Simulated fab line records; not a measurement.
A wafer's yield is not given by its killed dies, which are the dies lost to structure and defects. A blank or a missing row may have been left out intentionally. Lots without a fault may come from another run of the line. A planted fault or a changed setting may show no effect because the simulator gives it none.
fab line records :: flow n5Finfet
[record]
  lots = 4
  wafers = 12
  lastDay = 16
route steps=1938 shown SDB@371 DUMMY_REMOVAL@377 HKMG_FIN@385 PASSIVATION@1936
lots that met no fault: taken from a fault-free run of the same line
startH: hours from the record's opening day to when the first of the lot's shown wafers began :: waitH: hours elapsed since this lot's preceding step :: " same as the row above :: L1.1+2: one row covering several wafers at once :: - value missing, or start not given :: * or withheld: withheld :: < > ~ a bound
route shown NAME@n: NAME is a module with steps in the file, n the number in the route of the first one :: usual: mean/standard deviation of fault-free wafers :: same: alike in all rows :: chamber/n: place in a boat :: sites: per-site readings :: _std_site: standard deviation of those values :: _edge_site: outer sites' mean less inner sites' :: radiusMm: for every site, how far away it sits from the centre of the wafer :: mask NAME#n: copy n :: behind: the most recent tool/chamber to have shaped the wafer :: hold: what put the lot on hold/how long, in hours/how the hold closed :: device: whichever transistor did not switch (one of n, p or np) :: end of line: tests of these same wafers at the route's end :: where a step has no rows: the recipe by itself :: killed: count of dies lost to structure and defects at first sort (not the wafer's yield) :: map: the dies of a wafer, with x for killed, . for not killed, _ for no die there
set.NAME: setting as actually run; set.NAME@STEP: the setting as run at that earlier step :: model.NAME: the simulator's own value behind a step, which no gauge read
lots at some steps of the route; a table a step, a row a wafer
[[steps]]
[step N5_SDB_PRECLEAN_39]
[recipe]
  chemistry = O3/DIW
  timeS = 45
  tempC = 22
  o3Ppm = 10
[step N5_SDB_SRD_28]
[recipe]
  dry = ipaMarangoni
  timeS = 30
  tempC = 23
  rinseLiquid = diw
[step N5_SDB_ALD_29]
[recipe]
  material = SiNx
  targetThkA = 300
  tempC = 400
  aldPrecursorFamily = SiH2I2
  aldCoReactant = N2/H2-plasma
  pulseTimeS = 1
  aldCycles = 600
  purgeTimeS = 2
  coReactantPurgeTimeS = 2
  pressureTorr = 2
[step N5_SDB_CMP_30]
[recipe]
  stopOn = poly-Si
  tOverpolishS = 1.54
  postCmpClean = alkalineBrush
  downForcePsi = 4.1491
  platenRpm = 51.796
  padVelocityMS = 1.0306
  targetThkNm = 30
[step N5_DUMMY_REMOVAL_HM_STRIP_01]
[recipe]
  chemistry = CH3F/O2
  material = SiNx
  targetDepthA = 40
  stopOn = poly-Si
  timeS = 6.8
  overEtchFrac = 0.3
  ionEnergyEv = 60
  powerW = 410
  biasW = 29
  Ar_flow_sccm = 150
  CH3F_flow_sccm = 30
  O2_flow_sccm = 20
[step N5_DUMMY_REMOVAL_STRIP_10]
[recipe]
  chemistry = N2/H2
  timeS = 40
  powerW = 100
  tempC = 40
  pressureMtorr = 100
  rfFrequencyHz = 6e+07
  biasPowerW = 3
  n2FlowSccm = 300
  h2FlowSccm = 300
[step N5_DUMMY_REMOVAL_PRECLEAN_07]
[recipe]
  chemistry = dHF
  timeS = 30
  tempC = 25
  dilution = withheld
[step N5_DUMMY_REMOVAL_DUMMY_REMOVE_02]
[recipe]
  chemistry = TMAH
  tempC = 70
  target = poly-Si
  stopOn = SiO2
  targetDepthNm = 142
  concWtPct = 5
  timeS = 57
  dry = ipaMarangoni
  rinseTimeS = 30
  rinseTempC = 23
[step N5_DUMMY_REMOVAL_PRECLEAN_08]
[recipe]
  chemistry = NF3:NH3
  afsCycles = 2
  tempC = 30
  timeS = 20
  sublimationTempC = 180
  sublimationTimeS = 60
  pressureTorr = 3
  rfPowerW = 30
[step N5_DUMMY_REMOVAL_PRECLEAN_04]
[recipe]
  chemistry = DHF
  timeS = 37
  tempC = 25
  dilution = 500:1
lot.wafer: L331.1+3+5
tool: wetBench-03
chamber: 2,6,5
startH: 78.02
waitH: 0.2

lot.wafer: L334.2+3+4
tool: wetBench-03
chamber: 3,7,5
startH: 97.56
waitH: 0.2

lot.wafer: L346.1+2+5
tool: wetBench-03
chamber: 3,4,1
startH: 168.07
waitH: 0.2

lot.wafer: L347.2+3+4
tool: wetBench-03
chamber: 2,5,0
startH: 173.58
waitH: 0.2
[step N5_DUMMY_REMOVAL_SRD_05]
[recipe]
  dry = ipaMarangoni
  doPpb = 5
  timeS = 30
  tempC = 23
  rinseLiquid = diw
[step N5_HKMG_FIN_IL_REGROW_00]
[recipe]
  material = SiO2
  targetThkA = 7.5
  chemistry = O3
  tempC = withheld
  timeS = 30
[step N5_HKMG_FIN_HK_ALD_01]
[recipe]
  material = HfO2
  targetThkA = 16
  tempC = withheld
  aldPrecursorFamily = HfCl4
  aldCoReactant = H2O
  pulseTimeS = 3
  purgeTimeS = 3
  coReactantPurgeTimeS = 2.5
  coReactantPulseTimeS = 0.3
  aldCycles = 30
[step N5_HKMG_FIN_HK_ANNEAL_02]
[recipe]
  tempC = 700
  timeS = 30
  ambient = N2
  idleTempC = 600
  rampUpCPerS = 150
  rampDownCPerS = 60
  coolToC = 600
[step N5_HKMG_FIN_ALD_74]
[recipe]
  material = La2O3
  targetThkA = 5
  tempC = 250
  aldPrecursorFamily = La-Cp
  aldCoReactant = O3
  pulseTimeS = 6
  coReactantPulseTimeS = 1
  purgeTimeS = 3
  coReactantPurgeTimeS = 3
[step N5_HKMG_FIN_ALD_75]
[recipe]
  material = Al2O3
  targetThkA = 10
  tempC = 150
  aldPrecursorFamily = TMA
  aldCoReactant = H2O
  pulseTimeS = withheld
  coReactantPulseTimeS = 1
[step N5_HKMG_FIN_COAT_41]
[recipe]
  resist = SOC
  tempC = 250
  timeS = 60
  spinRpm = 1500
  resistThkNm = 300
[step N5_HKMG_FIN_COAT_42]
[recipe]
  resist = SiARC
  tempC = 220
  timeS = 60
  spinRpm = 1500
  resistThkNm = 35
[step N5_HKMG_FIN_COAT_43]
[recipe]
  resist = CAR-ArF
  spinRpm = 1500
  resistThkNm = 90
[step N5_HKMG_FIN_EBR_45]
[recipe]
  solvent = PGMEA
  ebrWidthMm = 1.5
[step N5_HKMG_FIN_SOFTBAKE_44]
[recipe]
  tempC = 110
  timeS = 60
  resist = CAR-ArF
[step N5_HKMG_FIN_EXPOSE_46]
[recipe]
  maskId = NDIPOLE
  na = 1.35
  sourceShape = conventional
  sigmaOuter = 0.8
  polarization = unpolarized
  doseMj = 40
[step N5_HKMG_FIN_PEB_47]
[recipe]
  pebTempC = withheld
  pebTimeS = 60
  resist = CAR-ArF
[step N5_HKMG_FIN_DEVELOP_48]
[recipe]
  developTimeS = 30
  developer = TMAH
  resist = CAR-ArF
  rinseLiquid = diw
  dry = airSpin
  devTempC = 23
[step N5_HKMG_FIN_DESCUM_53]
[recipe]
  chemistry = O2
  timeS = 7.9
  sourcePowerW = 50
  biasPowerW = 20
  pressureMtorr = 20
  rfFrequencyHz = 2.712e+07
  tempC = 40
  resist = CAR-ArF
  o2FlowSccm = 225
[step N5_HKMG_FIN_ETCH_54]
[recipe]
  chemistry = CF4
  target = SiARC
  targetDepthA = 455
  maskMaterial = CAR-ArF
  timeS = 75.8
  ionEnergyEv = 80
  pressureMtorr = 40
  sourceW = 545
  biasW = 36
  Ar_flow_sccm = 100
  cf4FlowSccm = 100
  ends = cleared
[step N5_HKMG_FIN_ETCH_55]
[recipe]
  chemistry = N2/H2
  target = SOC
  targetDepthA = 2400
  tempC = 40
  timeS = 300
  ionEnergyEv = 200
  maskMaterial = SiARC
  pressureMtorr = 30
  sourceW = 840
  biasW = 150
  n2FlowSccm = 200
  h2FlowSccm = 200
[step N5_HKMG_FIN_STRIP_56]
[recipe]
  chemistry = N2/H2
  tempC = 40
  n2FlowSccm = 200
  h2FlowSccm = 200
  rfFrequencyHz = 6e+07
[step N5_HKMG_FIN_STRIP_57]
[recipe]
  chemistry = CF4
  resist = SiARC
  powerW = 300
  biasPowerW = 75
  pressureMtorr = 50
  cf4FlowSccm = 150
  rfFrequencyHz = 6e+07
[step N5_HKMG_FIN_ETCH_58]
[recipe]
  chemistry = N2/H2
  target = SOC
  targetDepthA = 2158
  ionEnergyEv = 50
  biasW = 13
  timeS = 741
  pressureMtorr = 30
  sourceW = 875
  n2FlowSccm = 200
  h2FlowSccm = 200
[step N5_HKMG_FIN_STRIP_93]
[recipe]
  chemistry = N2/H2
  material = SOC
  timeS = 20
  powerW = 500
  tempC = 40
  pressureMtorr = 50
  rfFrequencyHz = 6e+07
  biasPowerW = 8
  h2Frac = 0.5
  n2FlowSccm = 300
  h2FlowSccm = 300
[step N5_HKMG_FIN_WET_ETCH_76]
[recipe]
  chemistry = dNH4OH
  mix = 1:50
  tempC = 25
  target = Al2O3
  stopOn = La2O3
  targetDepthNm = 2.25
  dry = ipaMarangoni
  rinseTimeS = 30
  rinseTempC = 23
[step N5_HKMG_FIN_STRIP_60]
[recipe]
  chemistry = N2/H2
  powerW = 2500
  tempC = 300
  h2Frac = 0.65
  timeS = 360
  pressureMtorr = withheld
  n2FlowSccm = 1750
  h2FlowSccm = 3250
[step N5_HKMG_FIN_WET_ETCH_77]
[recipe]
  chemistry = dHCl
  mix = 1:10000
  tempC = 25
  target = La2O3
  stopOn = HfO2
  targetDepthNm = 2
[step N5_HKMG_FIN_WET_ETCH_78]
[recipe]
  chemistry = dNH4OH
  mix = 1:50
  tempC = 25
  target = Al2O3
  stopOn = La2O3
  targetDepthNm = 4.5
  dry = ipaMarangoni
  rinseTimeS = 30
  rinseTempC = 23
[step N5_HKMG_FIN_ALD_79]
[recipe]
  material = TiN
  targetThkA = 15
  tempC = 400
  aldPrecursorFamily = TiCl4
  aldCoReactant = NH3
  pulseTimeS = 1
  purgeTimeS = 3
  coReactantPurgeTimeS = 2
  coReactantPulseTimeS = 2
  aldCycles = 68
  pressureTorr = 3
[step N5_PASSIVATION_PROBE_49]
[usual]
  defectLimitedYield = 91.1/1.5
  killed_at_M0_to_M3 = 37/11
  killed_at_M4_up = 13/5.6
  killedAtContacts = 12/5.6
  killedAtFrontEnd = 39/11
  killedAtOther = 4/3.1
  killedDies = 105/18
  killedOpen = 69/13
  killedShort = 35/7.4
  sort_bin_5_function = 5.1/0.92
  sort_bin_6_memory = 3.4/0.76
  sort_bin_8_speed = 0.02/0.11
  sortNPass = 1075/18
  sortYieldPct = 91.1/1.5
[same]
  grossDies = 1180
  killedAtBackSide = 0
  sort_bin_4_leakage[%] = 0
lot.wafer: L346.1
tool: prober-02
chamber: -
startH: 390.19
waitH: 0.0
defectLimitedYield[%]: 86.4
killed_at_M0_to_M3: 29
killed_at_M4_up: 6
killedAtContacts: 14
killedAtFrontEnd: 109
killedAtOther: 3
killedDies: 161
killedOpen: 56
killedShort: 26
sort_bin_5_function[%]: 8.6
sort_bin_6_memory[%]: 3.3
sort_bin_8_speed[%]: 0
sortNPass: 1019
sortYieldPct[%]: 86.4

lot.wafer: L346.2
tool: prober-02
chamber: -
startH: 390.24
waitH: 0.1
defectLimitedYield[%]: 84.5
killed_at_M0_to_M3: 33
killed_at_M4_up: 20
killedAtContacts: 5
killedAtFrontEnd: 123
killedAtOther: 2
killedDies: 183
killedOpen: 52
killedShort: 28
sort_bin_5_function[%]: 10.3
sort_bin_6_memory[%]: 3.8
sort_bin_8_speed[%]: 0
sortNPass: 997
sortYieldPct[%]: 84.5

lot.wafer: L346.5
tool: prober-02
chamber: -
startH: 390.39
waitH: 0.2
defectLimitedYield[%]: 83.6
killed_at_M0_to_M3: 36
killed_at_M4_up: 8
killedAtContacts: 15
killedAtFrontEnd: 133
killedAtOther: 1
killedDies: 193
killedOpen: 65
killedShort: 30
sort_bin_5_function[%]: 10.4
sort_bin_6_memory[%]: 4.2
sort_bin_8_speed[%]: 0
sortNPass: 987
sortYieldPct[%]: 83.6

lot.wafer: L347.2
tool: prober-02
chamber: -
startH: 395.22
waitH: 0.1
defectLimitedYield[%]: 85.2
killed_at_M0_to_M3: 22
killed_at_M4_up: 9
killedAtContacts: 6
killedAtFrontEnd: 132
killedAtOther: 6
killedDies: 175
killedOpen: 54
killedShort: 26
sort_bin_5_function[%]: 10.3
sort_bin_6_memory[%]: 3.7
sort_bin_8_speed[%]: 0
sortNPass: 1005
sortYieldPct[%]: 85.2

lot.wafer: L347.3
tool: prober-02
chamber: -
startH: 395.27
waitH: 0.1
defectLimitedYield[%]: 88.1
killed_at_M0_to_M3: 16
killed_at_M4_up: 9
killedAtContacts: 11
killedAtFrontEnd: 101
killedAtOther: 4
killedDies: 141
killedOpen: 47
killedShort: 25
sort_bin_5_function[%]: 7.8
sort_bin_6_memory[%]: 2.5
sort_bin_8_speed[%]: 0
sortNPass: 1039
sortYieldPct[%]: 88.1

lot.wafer: L347.4
tool: prober-02
chamber: -
startH: 395.32
waitH: 0.2
defectLimitedYield[%]: 84.9
killed_at_M0_to_M3: 18
killed_at_M4_up: 7
killedAtContacts: 18
killedAtFrontEnd: 133
killedAtOther: 2
killedDies: 178
killedOpen: 66
killedShort: 34
sort_bin_5_function[%]: 9.4
sort_bin_6_memory[%]: 4.3
sort_bin_8_speed[%]: 0
sortNPass: 1002
sortYieldPct[%]: 84.9
// killed by level:class
L346.1 DUMMY_REMOVAL:unspecified=71 MOL_CONTACT_COAG:geometricParticle:open=10 STI_FIN_REVEAL:geometricParticle:open=8 HKMG_FIN:areaEtch=8 FIN_SAQP:geometricParticle:open=7 BEOL_M0_SAQP:geometricParticle:open=6 FIN_SAQP:geometricParticle:short=5 BEOL_M0_SAQP:geometricParticle:short=5
L346.2 DUMMY_REMOVAL:unspecified=100 BEOL_M0_SAQP:geometricParticle:short=10 BEOL_M4:geometricParticle:open=7 BEOL_M0_SAQP:geometricParticle:open=6 BEOL_M5:geometricParticle:open=6 BEOL_M3:geometricParticle:open=5 BEOL_M0:geometricParticle:short=4 MOL_CONTACT_COAG:geometricParticle:open=4
L346.5 DUMMY_REMOVAL:unspecified=96 MOL_CONTACT_COAG:geometricParticle:open=11 BEOL_M2:geometricParticle:open=10 STI_FIN_REVEAL:geometricParticle:open=9 BEOL_M3:geometricParticle:open=8 FIN_SAQP:geometricParticle:open=5 BEOL_M0_SAQP:geometricParticle:short=5 BEOL_M0_SAQP:geometricParticle:open=5
L347.2 DUMMY_REMOVAL:unspecified=93 STI_FIN_REVEAL:geometricParticle:open=9 FIN_SAQP:geometricParticle:open=8 FIN_SAQP:geometricParticle:short=7 BEOL_M3:geometricParticle:open=5 GATE_CUT:geometricParticle:short=4 DUMMY_GATE:geometricParticle:open=4 MOL_CONTACT_COAG:geometricParticle:open=4
L347.3 DUMMY_REMOVAL:unspecified=68 MOL_CONTACT_COAG:geometricParticle:open=10 FIN_SAQP:geometricParticle:open=6 FIN_SAQP:geometricParticle:short=6 GATE_CUT:geometricParticle:short=6 DUMMY_GATE:geometricParticle:open=5 BEOL_M0_SAQP:geometricParticle:open=5 BEOL_M0:geometricParticle:open=4
L347.4 DUMMY_REMOVAL:unspecified=78 MOL_CONTACT_COAG:geometricParticle:open=17 FIN_SAQP:geometricParticle:short=14 DUMMY_GATE:geometricParticle:open=13 FIN_SAQP:geometricParticle:open=7 BEOL_M0_SAQP:geometricParticle:short=7 STI_FIN_REVEAL:geometricParticle:open=5 GATE_CUT:geometricParticle:open=5
// map L346.5 (x killed, . not)
_________________..x.........________________
______________.................._____________
___________...........x............__________
__________....x...........x........._________
________..x............x.............._______
_______..x..xx..............x.x.x..x...______
______x.x...................xx.........._____
_____.x......xx..x...........xx..........____
____..........x.xx..............x.......x.___
___...........x.xx......x..............x...__
___................xx.x....................__
__...x......x..x...x...x..x................x_
__.......xx.xxx..xxx.........x........x....._
_........x.xxx.xxxxxx.................x......
_.....x......xxxxxxxxxx.......x.....x......x.
_.....x..xxxxxxxxxxxxxx..........xx.......x..
_x.........xxxxxxxxxxx.x..........x.......xx.
_..........xxxxxxxxx.x..x......x.x...........
_...........xxxxxxxxxx.x................x....
_......x.....xxxxx.xx..........x..x..x....x..
_...........x..xxxxx.xxx.....................
__x...............x.x......................._
__....x......x.................x............_
___......................x.................__
___..........x...x...x.....x....x......x...__
____............x.........xx..........x...___
_____....................................____
______.....................x............_____
_______.....x...........x.......x.x....______
________.....x.......x.x.x....x.x....._______
__________.........................._________
___________..x.x..x..x......x......__________
______________..x.......x......._____________
_________________............________________
// map L347.4 (x killed, . not)
_________________..x.........________________
______________.................._____________
___________.x....xx.......x........__________
__________.....x...................._________
________..x........x.......x...xx.x..._______
_______..............x.........x.x..x.x______
______.......x..............x.....xxxxxx_____
_____.......x......................xxxxxx____
____........x..........x.x.....xxxxxxxxxxx___
___.x...x.......................xxxxxxxxxxx__
___......xx.....................x.xxxxxxxxx__
__............x.................xxxxxxxxxxxx_
__x.....x...........x............x.xxxxxxx.._
_......x...xx....x.............x..x..xxxx..x.
_..................................xx.xx..x..
_x...x.......x.....x..........x..x....x..x...
_.............x.....x..........x.............
_.............x..........x.......x.x.........
_.........x..x.....x.........................
_.x.......xxx............x...................
_x.x...........................x..........x..
__......x...x.....x..........x.....x......x._
__...........x.....x......x.x........x......_
___.....x...................x....x......x..__
___....x.........x......x..................__
____x......x.......x.......xxx.....x......___
_____...................x................____
______..x..............x................_____
_______..xx............................______
________......x.....x..........x..x..._______
__________..............x....x......_________
___________........x....x..........__________
______________x.............x..._____________
_________________............________________
[[key]]
[firstSign]
  step = N5_PASSIVATION_PROBE_49
  reading = killedAtFrontEnd
  direction = up
  sigmas = 7.5
  usual = 39
  struck = 122
[effect]
  step = N5_PASSIVATION_PROBE_49
  reading = defectLimitedYield
  direction = down
  sigmas = 3.8
  usual = 91.1
  struck = 85.4
[moreKillsBornAt]
  N5_DUMMY_REMOVAL_PRECLEAN_04@wetBench-03 = 506
metAt N5_DUMMY_REMOVAL_PRECLEAN_04
struckWafers L346.1,L346.2,L346.5,L347.2,L347.3,L347.4
onsetBetween 97.56 168.07
alsoFits time
[fault]
  kind = chamberParticleSource
  tool = wetBench-03
  chamber = -
  onsetH = 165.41
  steps = N5_DUMMY_REMOVAL_PRECLEAN_04
  ratePerVisitCm2 = 0.41308
  endH = 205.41
